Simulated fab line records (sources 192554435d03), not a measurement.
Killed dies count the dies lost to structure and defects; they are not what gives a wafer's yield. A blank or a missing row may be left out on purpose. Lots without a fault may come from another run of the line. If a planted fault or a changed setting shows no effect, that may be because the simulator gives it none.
What tool caused it?    flow n5_finfet    24 lots, 72 wafers sampled, at 6 steps of a route of 1938

## WHAT EACH GAUGE READ, for each wafer
N5_BEOL_M8_OVL_MEAS_12.
lot   measured      on          M8_OVL (nm)
L074  day 10 20:34  overlay-01  0.2 -0.6 -0.4
L076  day 10 21:13  overlay-01  0.3 -0.7 -0.2
L075  day 11 00:19  overlay-01  0.3 -0.6 0.4
L079  day 11 02:30  overlay-01  -0.4 -0.5 -0.2
L081  day 11 08:13  overlay-01  -1.2 -1.4 0.3
L077  day 11 10:45  overlay-01  -0.1 -1.4 -0.2
L082  day 11 10:56  overlay-01  0.6 -1.1 0.3
L080  day 11 18:51  overlay-01  0.6 -0.9 0.5
L078  day 12 15:40  overlay-02  -0.5 -0.3 -0.2
L083  day 12 19:26  overlay-02  0.5 0.0 -0.4
L084  day 12 20:28  overlay-02  -1.7 -1.1 -1.1
L085  day 12 20:52  overlay-01  -0.4 -0.3 -0.9
L086  day 13 01:34  overlay-02  -0.2 0.4 -0.1
L089  day 14 01:11  overlay-02  1.2 0.1 0.0
L087  day 14 01:37  overlay-01  0.2 1.5 -0.6
L088  day 14 01:50  overlay-01  -0.4 0.3 -0.5
L090  day 14 04:22  overlay-02  0.3 0.9 0.7
L091  day 14 16:47  overlay-01  -0.6 -0.4 -0.4
L092  day 14 20:10  overlay-01  -0.9 -0.4 0.2
L093  day 15 00:58  overlay-01  -0.3 -0.3 -0.5
L094  day 15 04:01  overlay-02  0.2 1.1 -0.3
L095  day 15 07:04  overlay-02  -1.1 -0.1 -0.7
L097  day 15 23:20  overlay-02  -0.5 0.6 0.7
L096  day 15 23:44  overlay-02  -1.0 -0.9 -0.5

## TOOL THAT RAN EACH LOT (tool first, then ch and the chambers of the sampled wafers, then the start)
lot   N5_BEOL_M6_STRIP_80                            N5_BEOL_M6_DEGAS_44           N5_BEOL_M6_ALD_77                    N5_BEOL_M7_STRIP_67                 N5_BEOL_M8_ILD_DEP_00
L074  rie_diel-01 ch 2,3, day 10 05:25 or earlier    pvd_sputter-01, day 10 05:25  ald_metal-03 ch 0,2,3, day 10 05:31  rie_diel-04 ch 0,3, day 10 12:20    pecvd-03 ch 0,1, day 10 16:56
L076  rie_diel-06 ch 0,2, day 10 08:26 or earlier    pvd_sputter-01, day 10 08:26  ald_metal-03 ch 1,2,3, day 10 08:37  rie_diel-05 ch 2,3, day 10 14:54    pecvd-01 ch 1,2, day 10 19:51
L075  rie_diel-01 ch 1,2, day 10 08:59 or earlier    pvd_sputter-01, day 10 08:59  ald_metal-01 ch 1,3, day 10 09:10    rie_diel-02 ch 0,2,3, day 10 15:36  pecvd-03 ch 0,2, day 10 23:15
L079  rie_diel-01 ch 1,3, day 10 14:11 or earlier    pvd_sputter-01, day 10 14:11  ald_metal-04 ch 0,1,3, day 10 14:17  rie_diel-04 ch 1,2, day 10 17:46    pecvd-04 ch 0,1,2, day 11 00:13
L081  rie_diel-01 ch 0,2,3, day 10 17:08 or earlier  pvd_sputter-01, day 10 17:08  ald_metal-01 ch 0,1,2, day 10 17:15  rie_diel-05 ch 1,2,3, day 11 00:06  pecvd-03 ch 0, day 11 06:59
L077  rie_diel-01 ch 0,1,3, day 10 17:15 or earlier  pvd_sputter-02, day 10 17:15  ald_metal-03 ch 1,2, day 10 17:21    rie_diel-02 ch 0,3, day 11 00:20    pecvd-04 ch 0,2, day 11 07:15
L082  rie_diel-06 ch 0,2,3, day 10 20:43 or earlier  pvd_sputter-03, day 10 20:43  ald_metal-04 ch 0,1,3, day 10 21:02  rie_diel-04 ch 0,1,3, day 11 03:38  pecvd-03 ch 0, day 11 08:11
L080  rie_diel-06 ch 1,2, day 11 01:50 or earlier    pvd_sputter-03, day 11 01:50  ald_metal-04 ch 0,1,3, day 11 01:56  rie_diel-02 ch 0,2,3, day 11 08:04  pecvd-03 ch 0,2, day 11 16:05
L078  rie_diel-01 ch 0,1, day 12 01:29 or earlier    pvd_sputter-03, day 12 01:29  ald_metal-01 ch 0,1,2, day 12 01:49  rie_diel-05 ch 0,1, day 12 07:45    pecvd-01 ch 0,1, day 12 13:24
L083  rie_diel-01 ch 0,1,3, day 12 04:29 or earlier  pvd_sputter-01, day 12 04:29  ald_metal-04 ch 1,2,3, day 12 04:35  rie_diel-02 ch 1,2, day 12 11:33    pecvd-01 ch 1,2, day 12 18:01
L084  rie_diel-06 ch 1,2, day 12 04:34 or earlier    pvd_sputter-03, day 12 04:34  ald_metal-01 ch 1,2, day 12 04:41    rie_diel-02 ch 0,1,2, day 12 11:49  pecvd-01 ch 0,2, day 12 18:16
L085  rie_diel-06 ch 0,2,3, day 12 07:33 or earlier  pvd_sputter-03, day 12 07:33  ald_metal-03 ch 0,1,2, day 12 07:47  rie_diel-02 ch 0,1, day 12 13:02    pecvd-04 ch 0,1,2, day 12 18:28
L086  rie_diel-01 ch 1,2, day 12 11:59 or earlier    pvd_sputter-03, day 12 11:59  ald_metal-04 ch 0,1, day 12 12:05    rie_diel-04 ch 0,2,3, day 12 16:25  pecvd-01 ch 0,2, day 12 20:54
L089  rie_diel-03 ch 0,3, day 13 12:05 or earlier    pvd_sputter-02, day 13 12:05  ald_metal-04 ch 1,2,3, day 13 12:13  rie_diel-02 ch 2,3, day 13 16:58    pecvd-03 ch 1,2, day 13 23:19
L087  rie_diel-01 ch 1,2,3, day 13 11:53 or earlier  pvd_sputter-02, day 13 11:53  ald_metal-03 ch 1,2,3, day 13 11:59  rie_diel-05 ch 0,3, day 13 17:10    pecvd-04 ch 0,1, day 13 23:42
L088  rie_diel-03 ch 0,1,3, day 13 12:15 or earlier  pvd_sputter-03, day 13 12:15  ald_metal-03 ch 0,1,2, day 13 12:21  rie_diel-04 ch 0,1,2, day 13 17:27  pecvd-03 ch 0,1,2, day 13 23:54
L090  rie_diel-01 ch 2,3, day 13 15:58 or earlier    pvd_sputter-01, day 13 15:58  ald_metal-03 ch 0,1,2, day 13 16:04  rie_diel-05 ch 0,1, day 13 21:15    pecvd-01 ch 0,1,2, day 14 01:35
L091  rie_diel-06 ch 0,1, day 14 04:32 or earlier    pvd_sputter-02, day 14 04:32  ald_metal-01 ch 0,1,2, day 14 04:39  rie_diel-02 ch 1,2,3, day 14 08:38  pecvd-04 ch 0,1, day 14 14:41
L092  rie_diel-06 ch 0,2,3, day 14 07:34 or earlier  pvd_sputter-03, day 14 07:34  ald_metal-03 ch 1,2,3, day 14 07:41  rie_diel-02 ch 0,1,3, day 14 11:46  pecvd-04 ch 0,1, day 14 17:48
L093  rie_diel-03 ch 0,2, day 14 11:35 or earlier    pvd_sputter-01, day 14 11:35  ald_metal-03 ch 0,1, day 14 11:43    rie_diel-02 ch 0,2, day 14 17:49    pecvd-03 ch 0,1, day 14 22:55
L094  rie_diel-06 ch 0,1,3, day 14 13:44 or earlier  pvd_sputter-03, day 14 13:44  ald_metal-03 ch 0,1,2, day 14 13:51  rie_diel-04 ch 1,2,3, day 14 18:48  pecvd-01 ch 1,2, day 15 00:45
L095  rie_diel-06 ch 0,2,3, day 14 14:41 or earlier  pvd_sputter-01, day 14 14:41  ald_metal-04 ch 2,3, day 14 14:51    rie_diel-04 ch 0,1,2, day 14 19:50  pecvd-04 ch 0,1,2, day 15 04:19
L097  rie_diel-01 ch 0,1, day 15 07:22 or earlier    pvd_sputter-03, day 15 07:22  ald_metal-04 ch 0,1,3, day 15 07:28  rie_diel-04 ch 0,3, day 15 12:16    pecvd-03 ch 0,1,2, day 15 20:28
L096  rie_diel-01 ch 0,2, day 15 07:46 or earlier    pvd_sputter-02, day 15 07:46  ald_metal-04 ch 0,1, day 15 07:52    rie_diel-02 ch 0,2, day 15 12:50    pecvd-04 ch 0,1,2, day 15 20:46
- N5_BEOL_M6_STRIP_80: strips in N2/H2, time 10 s.
- N5_BEOL_M6_DEGAS_44: time 60 s.
- N5_BEOL_M6_ALD_77: deposits TaN, target thk 2 nm, pulse time 2 s, purge time 3 s.
- N5_BEOL_M7_STRIP_67: strips in CF4.
- N5_BEOL_M8_ILD_DEP_00: deposits SiCOH lowk from DEMS/porogen, target thk 179.75 nm, time 33.4 s.

## AS READ BY THE TOOLS THEMSELVES (means over the sampled wafers that have a number; for cases with no such wafer, the mark the record gives instead)
N5_BEOL_M6_STRIP_80.
lot   tool         drypump_motor_current_A (A)  h2_flow_sccm (sccm)  oes_product_au (a.u.)  rf_vpp_V (V)  showerhead_plenum_p_Torr (Torr)  throttle_valve_pct (%)
L074  rie_diel-01  6.0                          199.5                0.84                   58.4          2.46                             23.4
L076  rie_diel-06  5.5                          199.8                0.82                   58.2          2.48                             23.4
L075  rie_diel-01  6.0                          200.2                0.88                   58.3          2.46                             23.5
L079  rie_diel-01  6.2                          199.5                0.85                   59.3          2.46                             23.2
L081  rie_diel-01  5.6                          200.1                0.79                   58.5          2.47                             23.6
L077  rie_diel-01  5.8                          199.6                0.80                   58.3          2.47                             23.5
L082  rie_diel-06  5.6                          200.2                0.77                   58.4          2.50                             23.7
L080  rie_diel-06  5.5                          200.2                0.75                   59.6          2.51                             23.8
L078  rie_diel-01  5.3                          199.9                0.92                   59.7          2.48                             23.6
L083  rie_diel-01  5.7                          199.9                0.88                   59.6          2.47                             23.4
L084  rie_diel-06  5.5                          199.8                0.75                   58.8          2.51                             23.8
L085  rie_diel-06  5.5                          199.7                0.86                   59.4          2.49                             23.6
L086  rie_diel-01  5.9                          199.6                0.86                   59.7          2.45                             23.5
L089  rie_diel-03  5.4                          200.1                0.71                   58.2          2.46                             23.9
L087  rie_diel-01  6.1                          199.3                0.83                   58.3          2.45                             23.4
L088  rie_diel-03  5.6                          199.8                0.77                   59.1          2.52                             23.6
L090  rie_diel-01  5.9                          200.2                0.82                   58.0          2.45                             23.5
L091  rie_diel-06  5.8                          199.6                0.81                   59.4          2.43                             23.3
L092  rie_diel-06  5.6                          199.7                0.83                   58.6          2.48                             23.6
L093  rie_diel-03  5.4                          200.3                0.75                   58.4          2.51                             23.9
L094  rie_diel-06  5.8                          200.0                0.86                   59.2          2.45                             23.4
L095  rie_diel-06  5.6                          199.7                0.82                   59.3          2.48                             23.6
L097  rie_diel-01  5.4                          200.0                0.86                   59.4          2.47                             23.6
L096  rie_diel-01  5.5                          200.1                0.84                   59.1          2.45                             23.7

N5_BEOL_M6_DEGAS_44.
lot   tool            heater_power_w (W)
L074  pvd_sputter-01  339
L076  pvd_sputter-01  319
L075  pvd_sputter-01  282
L079  pvd_sputter-01  326
L081  pvd_sputter-01  297
L077  pvd_sputter-02  334
L082  pvd_sputter-03  331
L080  pvd_sputter-03  359
L078  pvd_sputter-03  360
L083  pvd_sputter-01  322
L084  pvd_sputter-03  349
L085  pvd_sputter-03  350
L086  pvd_sputter-03  359
L089  pvd_sputter-02  322
L087  pvd_sputter-02  332
L088  pvd_sputter-03  345
L090  pvd_sputter-01  300
L091  pvd_sputter-02  324
L092  pvd_sputter-03  358
L093  pvd_sputter-01  315
L094  pvd_sputter-03  354
L095  pvd_sputter-01  299
L097  pvd_sputter-03  347
L096  pvd_sputter-02  315

N5_BEOL_M6_ALD_77.
lot   tool          heater_power_outer_w (W)  heater_power_w (W)
L074  ald_metal-03  239                       406
L076  ald_metal-03  254                       428
L075  ald_metal-01  243                       434
L079  ald_metal-04  243                       429
L081  ald_metal-01  218                       398
L077  ald_metal-03  274                       485
L082  ald_metal-04  243                       427
L080  ald_metal-04  240                       430
L078  ald_metal-01  218                       398
L083  ald_metal-04  264                       459
L084  ald_metal-01  229                       411
L085  ald_metal-03  266                       459
L086  ald_metal-04  241                       417
L089  ald_metal-04  261                       459
L087  ald_metal-03  247                       432
L088  ald_metal-03  266                       463
L090  ald_metal-03  265                       461
L091  ald_metal-01  218                       400
L092  ald_metal-03  251                       432
L093  ald_metal-03  270                       458
L094  ald_metal-03  269                       458
L095  ald_metal-04  243                       448
L097  ald_metal-04  246                       432
L096  ald_metal-04  263                       434

N5_BEOL_M7_STRIP_67.
lot   tool         drypump_motor_current_A (A)  oes_product_au (a.u.)  rf_vpp_V (V)  showerhead_plenum_p_Torr (Torr)  throttle_valve_pct (%)
L074  rie_diel-04  5.56                         0.71                   269.6         1.73                             14.0
L076  rie_diel-05  6.00                         0.80                   271.0         1.82                             13.5
L075  rie_diel-02  5.47                         0.87                   270.9         1.77                             13.5
L079  rie_diel-04  5.88                         0.79                   271.9         1.83                             13.5
L081  rie_diel-05  5.75                         0.83                   272.5         1.84                             13.5
L077  rie_diel-02  5.36                         0.79                   269.5         1.74                             13.7
L082  rie_diel-04  5.71                         0.71                   270.9         1.78                             13.8
L080  rie_diel-02  5.47                         0.86                   269.7         1.77                             13.5
L078  rie_diel-05  5.17                         0.79                   272.1         1.82                             13.5
L083  rie_diel-02  5.72                         0.92                   272.4         1.83                             13.1
L084  rie_diel-02  5.62                         0.86                   272.2         1.79                             13.4
L085  rie_diel-02  5.48                         0.79                   269.6         1.75                             13.6
L086  rie_diel-04  5.64                         0.77                   270.2         1.74                             13.7
L089  rie_diel-02  5.61                         0.89                   271.6         1.80                             13.3
L087  rie_diel-05  6.00                         0.83                   272.6         1.86                             13.6
L088  rie_diel-04  5.79                         0.77                   271.1         1.79                             13.6
L090  rie_diel-05  5.27                         0.74                   270.8         1.79                             13.6
L091  rie_diel-02  5.65                         0.88                   271.4         1.80                             13.3
L092  rie_diel-02  5.52                         0.81                   270.7         1.76                             13.5
L093  rie_diel-02  5.56                         0.82                   270.7         1.79                             13.4
L094  rie_diel-04  5.73                         0.84                   272.0         1.84                             13.5
L095  rie_diel-04  5.81                         0.75                   271.5         1.79                             13.6
L097  rie_diel-04  5.63                         0.78                   271.4         1.81                             13.8
L096  rie_diel-02  5.43                         0.75                   269.0         1.75                             13.7

N5_BEOL_M8_ILD_DEP_00.
lot   tool      heater_power_outer_w (W)  heater_power_w (W)  showerhead_plenum_p_Torr (Torr)  throttle_valve_pct (%)
L074  pecvd-03  139                       281                 5.722                            13.8
L076  pecvd-01  124                       274                 5.726                            14.0
L075  pecvd-03  107                       252                 5.744                            13.0
L079  pecvd-04  194                       361                 5.743                            13.6
L081  pecvd-03  126                       253                 5.715                            13.6
L077  pecvd-04  218                       401                 5.752                            13.8
L082  pecvd-03  164                       296                 5.724                            13.6
L080  pecvd-03  111                       257                 5.739                            13.3
L078  pecvd-01  112                       259                 5.717                            14.0
L083  pecvd-01  114                       254                 5.730                            13.7
L084  pecvd-01  132                       275                 5.711                            13.5
L085  pecvd-04  197                       372                 5.742                            13.6
L086  pecvd-01  129                       270                 5.706                            13.6
L089  pecvd-03  134                       303                 5.748                            14.0
L087  pecvd-04  202                       382                 5.743                            13.3
L088  pecvd-03  122                       275                 5.744                            13.8
L090  pecvd-01  111                       248                 5.708                            13.9
L091  pecvd-04  224                       412                 5.746                            13.8
L092  pecvd-04  204                       385                 5.729                            13.5
L093  pecvd-03  119                       270                 5.738                            14.2
L094  pecvd-01  119                       257                 5.711                            13.6
L095  pecvd-04  201                       381                 5.738                            13.8
L097  pecvd-03  124                       274                 5.732                            13.8
L096  pecvd-04  176                       348                 5.737                            13.7

## THE ANSWER, worked out from the rows above alone
Rule: the lots themselves supply what counts as usual. The widest of any qualifying gaps counts: lots, ordered by their means at a reading, are off when they make up no more than a third of the lots, leave a main group of 4 or more, and stand apart from it by 3 or more times the standard deviation of that group's means. Not used: any main group whose means are identical at the precision the tables above print for the reading. Also off: a lot with no number at a reading for which 4 or more lots have one. All remaining lots with rows at the step are treated as sound. The gauges are gone through in route order, then the tools' own readings, and for those a lot's mean is taken as printed above. The first step at which some lot is off is used, and at that step the reading that is off furthest; a lot without a number counts as furthest.
No lot is off on any of the readings shown, so nothing can be concluded from this.

## WHAT THE SIMULATOR HAD INSERTED
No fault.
